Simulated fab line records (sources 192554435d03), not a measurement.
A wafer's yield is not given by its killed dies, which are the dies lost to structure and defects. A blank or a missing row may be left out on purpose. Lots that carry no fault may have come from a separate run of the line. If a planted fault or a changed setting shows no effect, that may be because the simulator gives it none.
A sampling plan put to the test | flow n5-finfet | each of the 37 faults these records tell of, on one fab line, judged from the records of the lots it struck
The line's own looks make up the plan; these are the steps of the route where a gauge or inspection reads the wafer and leaves it unchanged. A look is open to judgement when struck wafers have a number at it and the file gives its usual mean and standard deviation on fault-free wafers. Caught: at a look after the fault's first step, the mean of the struck wafers lies 4 or more of those standard deviations (sigma) from the usual mean. On the tool: here the same test is run on the tool's own readings at the fault's steps. Also counted as caught: the struck wafers showing another recipe, or a record that is empty for them alone.

== THE FAULTS, as the simulator had put them in ==
1. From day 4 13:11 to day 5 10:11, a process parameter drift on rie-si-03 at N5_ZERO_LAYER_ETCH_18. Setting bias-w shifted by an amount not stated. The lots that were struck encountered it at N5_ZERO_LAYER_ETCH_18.
2. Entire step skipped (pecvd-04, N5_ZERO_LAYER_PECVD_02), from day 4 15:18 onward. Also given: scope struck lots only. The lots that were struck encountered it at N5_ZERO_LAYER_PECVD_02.
3. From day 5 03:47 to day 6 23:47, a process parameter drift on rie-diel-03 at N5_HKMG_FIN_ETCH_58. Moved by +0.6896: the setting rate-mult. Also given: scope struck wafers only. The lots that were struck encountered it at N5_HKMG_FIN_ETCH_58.
4. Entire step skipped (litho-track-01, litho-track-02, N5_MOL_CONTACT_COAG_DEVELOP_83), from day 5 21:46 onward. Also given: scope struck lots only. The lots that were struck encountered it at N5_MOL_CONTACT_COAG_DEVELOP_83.
5. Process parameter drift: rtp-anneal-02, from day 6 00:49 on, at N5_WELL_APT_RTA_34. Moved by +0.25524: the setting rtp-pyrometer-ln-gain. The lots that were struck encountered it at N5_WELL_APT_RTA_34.
6. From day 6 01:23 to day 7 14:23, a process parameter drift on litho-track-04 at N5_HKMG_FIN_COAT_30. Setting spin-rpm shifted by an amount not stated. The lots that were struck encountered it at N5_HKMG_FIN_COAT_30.
7. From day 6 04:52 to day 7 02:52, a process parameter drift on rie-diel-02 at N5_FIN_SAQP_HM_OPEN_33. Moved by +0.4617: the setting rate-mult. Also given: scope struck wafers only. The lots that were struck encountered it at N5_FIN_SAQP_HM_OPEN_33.
8. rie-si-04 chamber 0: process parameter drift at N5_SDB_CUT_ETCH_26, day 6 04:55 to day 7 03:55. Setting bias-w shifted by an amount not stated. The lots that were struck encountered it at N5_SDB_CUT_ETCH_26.
9. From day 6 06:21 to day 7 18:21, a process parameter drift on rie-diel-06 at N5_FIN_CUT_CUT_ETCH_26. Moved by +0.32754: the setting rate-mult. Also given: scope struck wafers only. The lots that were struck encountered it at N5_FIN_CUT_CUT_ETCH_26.
10. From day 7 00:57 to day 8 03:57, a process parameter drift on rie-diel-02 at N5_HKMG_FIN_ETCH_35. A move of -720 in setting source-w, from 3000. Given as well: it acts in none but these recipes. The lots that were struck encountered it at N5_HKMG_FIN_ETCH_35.
11. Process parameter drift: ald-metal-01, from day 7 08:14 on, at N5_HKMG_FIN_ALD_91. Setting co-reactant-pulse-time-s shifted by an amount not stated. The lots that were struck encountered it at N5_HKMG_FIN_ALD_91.
12. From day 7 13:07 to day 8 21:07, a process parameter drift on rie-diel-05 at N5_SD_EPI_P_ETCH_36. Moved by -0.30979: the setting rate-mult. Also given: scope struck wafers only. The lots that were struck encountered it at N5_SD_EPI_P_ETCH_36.
13. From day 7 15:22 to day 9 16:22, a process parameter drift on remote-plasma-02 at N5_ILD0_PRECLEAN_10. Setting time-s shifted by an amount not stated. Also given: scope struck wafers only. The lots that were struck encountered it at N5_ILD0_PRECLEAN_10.
14. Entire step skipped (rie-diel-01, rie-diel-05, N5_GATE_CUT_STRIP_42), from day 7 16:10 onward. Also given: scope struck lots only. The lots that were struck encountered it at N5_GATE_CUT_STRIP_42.
15. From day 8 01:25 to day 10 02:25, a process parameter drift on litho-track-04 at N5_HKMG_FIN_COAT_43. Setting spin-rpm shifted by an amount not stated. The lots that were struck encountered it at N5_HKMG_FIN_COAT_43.
16. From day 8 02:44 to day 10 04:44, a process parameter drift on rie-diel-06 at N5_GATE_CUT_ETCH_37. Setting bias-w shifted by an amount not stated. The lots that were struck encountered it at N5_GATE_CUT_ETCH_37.
17. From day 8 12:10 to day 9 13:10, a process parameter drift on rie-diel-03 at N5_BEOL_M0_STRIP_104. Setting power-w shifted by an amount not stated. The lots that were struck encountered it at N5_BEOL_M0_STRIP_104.
18. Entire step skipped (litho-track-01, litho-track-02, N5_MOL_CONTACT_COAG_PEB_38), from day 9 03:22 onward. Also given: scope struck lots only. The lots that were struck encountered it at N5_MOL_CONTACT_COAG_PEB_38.
19. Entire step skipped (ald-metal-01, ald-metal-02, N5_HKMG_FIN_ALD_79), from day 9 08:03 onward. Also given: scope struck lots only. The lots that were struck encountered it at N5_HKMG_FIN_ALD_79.
20. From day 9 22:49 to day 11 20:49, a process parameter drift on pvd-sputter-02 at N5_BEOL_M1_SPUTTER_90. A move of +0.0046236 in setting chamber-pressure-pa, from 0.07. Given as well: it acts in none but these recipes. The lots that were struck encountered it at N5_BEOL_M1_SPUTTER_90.
21. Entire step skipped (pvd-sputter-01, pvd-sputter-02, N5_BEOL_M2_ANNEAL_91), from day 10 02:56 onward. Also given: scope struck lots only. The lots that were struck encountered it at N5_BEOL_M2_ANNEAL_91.
22. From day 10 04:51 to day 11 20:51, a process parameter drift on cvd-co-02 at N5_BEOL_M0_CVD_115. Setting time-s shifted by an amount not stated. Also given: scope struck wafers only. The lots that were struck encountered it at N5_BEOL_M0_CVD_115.
23. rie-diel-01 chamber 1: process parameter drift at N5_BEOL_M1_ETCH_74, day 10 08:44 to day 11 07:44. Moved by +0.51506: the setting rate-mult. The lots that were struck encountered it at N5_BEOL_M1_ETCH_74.
24. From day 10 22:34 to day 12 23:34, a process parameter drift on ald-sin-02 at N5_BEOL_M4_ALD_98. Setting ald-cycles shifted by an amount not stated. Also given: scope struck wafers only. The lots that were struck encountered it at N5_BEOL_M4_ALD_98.
25. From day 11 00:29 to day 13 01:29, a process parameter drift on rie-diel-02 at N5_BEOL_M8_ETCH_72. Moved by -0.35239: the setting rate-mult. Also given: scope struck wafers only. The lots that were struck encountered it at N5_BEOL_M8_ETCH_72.
26. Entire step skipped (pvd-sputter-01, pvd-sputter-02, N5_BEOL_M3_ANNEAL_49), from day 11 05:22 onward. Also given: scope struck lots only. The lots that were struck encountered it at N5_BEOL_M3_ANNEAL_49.
27. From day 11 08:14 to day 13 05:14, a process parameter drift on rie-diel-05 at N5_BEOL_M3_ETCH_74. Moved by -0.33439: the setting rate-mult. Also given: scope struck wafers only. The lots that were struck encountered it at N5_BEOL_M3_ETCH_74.
28. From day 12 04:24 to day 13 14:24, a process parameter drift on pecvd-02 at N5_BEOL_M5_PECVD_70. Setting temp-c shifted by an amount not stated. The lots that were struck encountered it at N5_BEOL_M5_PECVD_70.
29. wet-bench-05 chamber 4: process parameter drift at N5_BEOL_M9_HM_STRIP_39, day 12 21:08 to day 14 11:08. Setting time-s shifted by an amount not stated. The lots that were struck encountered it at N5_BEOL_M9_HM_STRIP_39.
30. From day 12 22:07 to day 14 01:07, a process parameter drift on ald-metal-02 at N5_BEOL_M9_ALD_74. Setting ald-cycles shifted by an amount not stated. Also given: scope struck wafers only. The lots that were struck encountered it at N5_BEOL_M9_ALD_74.
31. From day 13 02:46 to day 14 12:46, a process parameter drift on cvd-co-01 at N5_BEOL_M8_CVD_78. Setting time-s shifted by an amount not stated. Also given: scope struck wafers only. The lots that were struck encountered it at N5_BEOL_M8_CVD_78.
32. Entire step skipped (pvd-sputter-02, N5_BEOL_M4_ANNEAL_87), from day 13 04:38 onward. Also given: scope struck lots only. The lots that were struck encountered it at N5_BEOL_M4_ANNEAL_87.
33. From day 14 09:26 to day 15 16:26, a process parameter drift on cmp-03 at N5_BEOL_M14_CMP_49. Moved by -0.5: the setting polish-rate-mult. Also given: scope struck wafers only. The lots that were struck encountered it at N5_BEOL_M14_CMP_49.
34. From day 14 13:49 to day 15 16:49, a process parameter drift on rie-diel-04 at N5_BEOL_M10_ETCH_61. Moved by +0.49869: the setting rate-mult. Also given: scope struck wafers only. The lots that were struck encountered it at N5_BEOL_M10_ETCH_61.
35. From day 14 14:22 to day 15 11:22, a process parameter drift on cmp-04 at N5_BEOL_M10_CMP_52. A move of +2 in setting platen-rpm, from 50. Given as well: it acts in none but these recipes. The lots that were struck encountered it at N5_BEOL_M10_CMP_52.
36. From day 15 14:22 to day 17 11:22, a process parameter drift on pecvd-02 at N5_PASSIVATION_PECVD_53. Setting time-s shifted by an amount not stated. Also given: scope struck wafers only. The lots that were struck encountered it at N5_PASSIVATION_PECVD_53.
37. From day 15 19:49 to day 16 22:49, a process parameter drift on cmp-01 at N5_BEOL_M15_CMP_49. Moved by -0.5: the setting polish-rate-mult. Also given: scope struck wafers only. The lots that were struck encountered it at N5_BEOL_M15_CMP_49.

== WHAT THE PLAN SAW ==
fault | on the tool itself                               | first look that catches it                      | reading, sigma                                         | median hours from its first step to that look | hours from the fault's start to the first struck lot there | judged looks passed uncaught
1     | bias-w +34 sigma                                 | none of the 2 looks that can be judged after it | -                                                      | -                                             | -                                                          | 2
2     | the tool's record is blank for the struck wafers | N5_BEOL_M4_RC_MEAS_101                          | CJ_N -12                                               | 153.9                                         | 157                                                        | 0
3     | oes-product-au +4.6 sigma                        | not the one look that can be judged after it    | -                                                      | -                                             | -                                                          | 1
4     | the tool's record is blank for the struck wafers | no look after it can be judged                  | -                                                      | -                                             | -                                                          | 0
5     | lamp_zone_7_pct -33 sigma                        | none of the 2 looks that can be judged after it | strongest: IOFF_N_LONG at N5_BEOL_M4_RC_MEAS_101, +2.5 | -                                             | -                                                          | 2
6     | spin-speed-rpm -49 sigma                         | none of the 2 looks that can be judged after it | -                                                      | -                                             | -                                                          | 2
7     | etch-rf-on-time-s -12 sigma                      | not the one look that can be judged after it    | -                                                      | -                                             | -                                                          | 1
8     | under 2 sigma                                    | not the one look that can be judged after it    | strongest: SS_P at N5_BEOL_M4_RC_MEAS_101, +2.7        | -                                             | -                                                          | 1
9     | only faintly: oes-product-au +3.4 sigma          | not the one look that can be judged after it    | -                                                      | -                                             | -                                                          | 1
10    | rf-fwd-power-W -72 sigma                         | not the one look that can be judged after it    | -                                                      | -                                             | -                                                          | 1
11    | under 2 sigma                                    | not the one look that can be judged after it    | -                                                      | -                                             | -                                                          | 1
12    | etch-rf-on-time-s +24 sigma                      | not the one look that can be judged after it    | -                                                      | -                                             | -                                                          | 1
13    | no reading that can be judged                    | none of the 2 looks that can be judged after it | -                                                      | -                                             | -                                                          | 2
14    | the tool's record is blank for the struck wafers | not the one look that can be judged after it    | -                                                      | -                                             | -                                                          | 1
15    | spin-speed-rpm +99 or beyond sigma               | not the one look that can be judged after it    | -                                                      | -                                             | -                                                          | 1
16    | bias-w +12 sigma                                 | not the one look that can be judged after it    | -                                                      | -                                             | -                                                          | 1
17    | power-w -60 sigma                                | not the one look that can be judged after it    | -                                                      | -                                             | -                                                          | 1
18    | the tool's record is blank for the struck wafers | no look after it can be judged                  | -                                                      | -                                             | -                                                          | 0
19    | the tool's record is blank for the struck wafers | N5_BEOL_M4_RC_MEAS_101                          | VT_P_LVT -34                                           | 98.3                                          | 100                                                        | 1
20    | chamber-pressure-pa +35 sigma                    | not the one look that can be judged after it    | -                                                      | -                                             | -                                                          | 1
21    | the tool's record is blank for the struck wafers | not the one look that can be judged after it    | -                                                      | -                                             | -                                                          | 1
22    | run-length-s -84 sigma                           | not the one look that can be judged after it    | -                                                      | -                                             | -                                                          | 1
23    | etch-rf-on-time-s -14 sigma                      | not the one look that can be judged after it    | -                                                      | -                                             | -                                                          | 1
24    | under 2 sigma                                    | not the one look that can be judged after it    | -                                                      | -                                             | -                                                          | 1
25    | etch-rf-on-time-s +29 sigma                      | no look after it can be judged                  | -                                                      | -                                             | -                                                          | 0
26    | the tool's record is blank for the struck wafers | not the one look that can be judged after it    | -                                                      | -                                             | -                                                          | 1
27    | etch-rf-on-time-s +21 sigma                      | not the one look that can be judged after it    | -                                                      | -                                             | -                                                          | 1
28    | susceptor-temp-C +34 sigma                       | no look after it can be judged                  | -                                                      | -                                             | -                                                          | 0
29    | run-length-s -11 sigma                           | no look after it can be judged                  | -                                                      | -                                             | -                                                          | 0
30    | under 2 sigma                                    | no look after it can be judged                  | -                                                      | -                                             | -                                                          | 0
31    | run-length-s +99 or beyond sigma                 | no look after it can be judged                  | -                                                      | -                                             | -                                                          | 0
32    | the tool's record is blank for the struck wafers | not the one look that can be judged after it    | -                                                      | -                                             | -                                                          | 1
33    | overpolish-run-s -99 or beyond sigma             | N5_BEOL_M14_THK_MEAS_50                         | M14_THK +50                                            | 0.2                                           | 1                                                          | 0
34    | etch-rf-on-time-s -18 sigma                      | no look after it can be judged                  | -                                                      | -                                             | -                                                          | 0
35    | platen-rpm +56 sigma                             | not the one look that can be judged after it    | -                                                      | -                                             | -                                                          | 1
36    | run-length-s -95 sigma                           | no look after it can be judged                  | -                                                      | -                                             | -                                                          | 0
37    | overpolish-run-s -99 or beyond sigma             | N5_BEOL_M15_THK_MEAS_50                         | M15_THK +38                                            | 0.3                                           | 3                                                          | 0
Dash: fault not caught, or number not given in these records.

Caught at a look: 4 of 37. Caught on the tool: 31 of 37. By one or the other: 31 of 37.
On the tool alone, faults 1, 3, 4, 5, 6, 7, 10, 12, 14, 15, 16, 17, 18, 20, 21, 22, 23, 25, 26, 27, 28, 29, 31, 32, 34, 35, 36 were caught.
Caught by neither: faults 8, 9, 11, 13, 24, 30.

== THINNER SAMPLING ==
If the look that catches a fault measured only every second or every third lot, by lot number, the first struck lot would be measured this late in the worst case:
fault | struck lots at that look, in order of time | every lot | every second lot | every third lot
2     | L853, L854, L855                           | 157 h     | 159 h            | 174 h
19    | L159, L160                                 | 100 h     | 103 h            | may miss all 2
33    | L423, L426, L428                           | 1 h       | 10 h             | may miss all 3
37    | L660, L661                                 | 3 h       | 12 h             | may miss all 2
Hours: fault start to first struck lot measured. 4 sigma limit: tested on the pooled struck wafers, so a lone lot may be under it. Other struck lots may not be in these records.

== THE LONGEST TIMED WAY FROM STEP TO LOOK ==
Fault 2: the median time between N5_ZERO_LAYER_PECVD_02 and N5_BEOL_M4_RC_MEAS_101 is 153.9 hours. No look between them can be judged.
